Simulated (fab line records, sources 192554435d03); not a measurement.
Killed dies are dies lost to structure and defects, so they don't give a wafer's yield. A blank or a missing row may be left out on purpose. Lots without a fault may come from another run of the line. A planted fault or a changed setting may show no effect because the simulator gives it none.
A struck lot beside a sound one | flow n5_finfet | 36 steps out of a route of 1938
Sound: wafers L283.1, L283.2, L283.6. Struck: wafers L293.1, L293.2, L293.6. The cause comes at the end.
At each step with rows: each side's tool, then ch and its chambers, then its first start. Under that, the readings that differ: sound wafers | struck wafers | difference of the means | sigmas: that difference in standard deviations of wafers without a fault.
alike: readings whose means differ by less than 2 such deviations, and words and numbers that are the same on both sides. not compared: withheld readings, readings that some wafer has no value for, bounds like >300 that may hide the same value, and numbers for which the record gives no deviation and whose values overlap.
The two part at a step that has a row with sigmas, a row that says differs or no value, or rows on one side only. Numbers that don't overlap but have no deviation are shown without sigmas and don't part them. A reading that every wafer of one side lacks parts them only if that side has two wafers or more.

first, 9 steps without rows for these wafers: N5_BEOL_M3_ILD_DEP_00 (deposits SiOC from DEMS/O2, target thk 79 nm, time 15.3 s); N5_BEOL_M3_PECVD_72 (deposits SiO2 from TEOS/O2, target thk 16 nm, time 18 s); N5_BEOL_M3_HM_DEP_02 (deposits TiN, target thk 20 nm); N5_BEOL_M3_COAT_61 (time 60 s, resist thk 60 nm); N5_BEOL_M3_COAT_62 (time 60 s, resist thk 12 nm); N5_BEOL_M3_COAT_73 (time 60 s, resist thk 5 nm); N5_BEOL_M3_COAT_05 (resist thk 30 nm); N5_BEOL_M3_EBR_07; N5_BEOL_M3_SOFTBAKE_06 (time 60 s).
N5_BEOL_M3_EXPOSE_08: exposes mask M3.
  sound on euv_scanner-02 ch 0, day 8 15:19; struck on euv_scanner-02 ch 0, day 11 13:33
  reading              | sound             | struck            | difference | sigmas
  exposure_dose_mJ_cm2 | 32.93 32.95 32.90 | 31.42 31.46 31.51 | -1.46      | -40
  alike: mask
then, 2 steps without rows for these wafers: N5_BEOL_M3_PEB_09 (peb time 60 s); N5_BEOL_M3_DEVELOP_10 (develop time 30 s).
N5_BEOL_M3_CD_MEAS_11: target cd 17.05 nm.
  sound on cd_sem-01 ch 0, day 8 15:27; struck on cd_sem-03 ch 0, day 11 13:41
  reading    | sound             | struck            | difference | sigmas
  cd_nm (nm) | 16.93 17.19 17.06 | 16.19 16.21 16.37 | -0.80      | -4
then, 1 step without rows for these wafers: N5_BEOL_M3_DESCUM_16 (chemistry O2, time 7 s).
N5_BEOL_M3_ETCH_74: etches underlayer in N2/H2, target depth 6.5 nm, time 5.2 s.
  sound on rie_diel-02 ch 0,1,3, day 8 15:47; struck on rie_diel-02 ch 0,3, day 11 13:50
  reading                         | sound    | struck       | difference | sigmas
  model.BEOL_M3.cd_offset_nm (nm) | 0 -0.2 0 | -0.8 -1 -0.8 | -0.8       |
  alike: drypump_motor_current_A, etch_rf_on_time_s, oes_product_au, rf_vpp_V, showerhead_plenum_p_Torr, throttle_valve_pct
  not compared: rf_hours_counter_h
then, 5 steps without rows for these wafers: N5_BEOL_M3_ETCH_63 (etches SiARC in CF4, target depth 15.6 nm, time 26 s); N5_BEOL_M3_ETCH_64 (etches SOC in N2/H2, target depth 75 nm, overetch 15 nm, time 112.5 s); N5_BEOL_M3_STRIP_65 (strips in N2/H2); N5_BEOL_M3_STRIP_75 (strips in N2/H2); N5_BEOL_M3_STRIP_66 (strips in CF4).
N5_BEOL_M3_HM_OPEN_17: chemistry Cl2/BCl3, target TiN, target depth 20 nm, overetch 6 nm.
  sound on rie_metal-02 ch 0,1, day 8 16:00; struck on rie_metal-03 ch 0,1, day 11 14:04
  reading                         | sound       | struck       | difference | sigmas
  model.BEOL_M3.cd_offset_nm (nm) | 0 -0.2 -0.2 | -1 -0.8 -1.2 | -1         |
  alike: drypump_motor_current_A, he_backside_leak_sccm, oes_product_au, throttle_valve_pct
  not compared: rf_hours_counter_h
then, 1 step without rows for these wafers: N5_BEOL_M3_STRIP_19 (strips in O2).
N5_BEOL_M3_CD_MEAS_18: pitch 36 nm, target cd 18 nm.
  sound on cd_sem-01, day 8 16:13; struck on cd_sem-02, day 11 14:14
  reading    | sound             | struck            | difference | sigmas
  cd_nm (nm) | 18.12 17.70 18.12 | 17.12 17.13 17.01 | -0.89      | -3
then, 11 steps without rows for these wafers: N5_BEOL_M3_COAT_67 (time 60 s, resist thk 60 nm); N5_BEOL_M3_COAT_68 (time 60 s, resist thk 12 nm); N5_BEOL_M3_COAT_76 (time 60 s, resist thk 5 nm); N5_BEOL_M3_COAT_22 (resist thk 30 nm); N5_BEOL_M3_EBR_24; N5_BEOL_M3_SOFTBAKE_23 (time 60 s); N5_BEOL_M3_EXPOSE_25 (exposes mask V2, defocus 5 nm); N5_BEOL_M3_PEB_26 (peb time 60 s); N5_BEOL_M3_DEVELOP_27 (develop time 30 s); N5_BEOL_M3_DESCUM_33 (chemistry O2, time 7 s); N5_BEOL_M3_ETCH_77 (etches underlayer in N2/H2, target depth 6.5 nm, time 5.2 s).
N5_BEOL_M4_RC_MEAS_101:
  sound on prober-02 ch 0, day 9 13:03; struck on prober-01 ch 0, day 12 09:48
  alike: DIBL_N, DIBL_P, IOFF_N, IOFF_P, ION_N, ION_P, SS_N, SS_P, VT_N, VT_P
-- the record jumps here: 5 days lie between the struck wafers' starts before and after (it left off in module BEOL_M4 and takes up again in module PASSIVATION, whose first step shown is number 1936 of the route) --
N5_PASSIVATION_PROBE_49:
  sound on prober-02, day 14 05:29; struck on prober-01, day 17 05:05
  reading                  | sound          | struck         | difference | sigmas
  defect_limited_yield (%) | 92.6 89.7 93.3 | 85.1 82.5 82.6 | -8.5       | -6
  killed_at_M0_to_M3       | 22 43 16       | 133 146 133    | +110       | +11
  killed_dies              | 87 121 79      | 176 207 205    | +100       | +6
  killed_on_rim            | 7 23 15        | 26 28 31       | +13        | +3
  sort_bin_5_function (%)  | 4.9 5.7 4.3    | 8.1 11.0 10.2  | +4.8       | +5
  sort_bin_6_memory (%)    | 2.4 4.2 2.2    | 5.7 6.0 6.6    | +3.2       | +5
  sort_n_pass              | 1093 1059 1101 | 1004 973 975   | -100       | -6
  sort_yield_pct (%)       | 92.6 89.7 93.3 | 85.1 82.5 82.6 | -8.5       | -6
  alike: killed_at_M4_up, killed_at_contacts, killed_at_front_end, killed_at_other, killed_open, killed_short

WHERE THEY PART
First at N5_BEOL_M3_EXPOSE_08; last, within this record, at N5_PASSIVATION_PROBE_49.

WHY: what the simulator had put in
Process parameter drift: euv_scanner-02, from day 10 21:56 on, at N5_BEOL_M3_EXPOSE_08. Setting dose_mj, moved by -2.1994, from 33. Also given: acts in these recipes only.
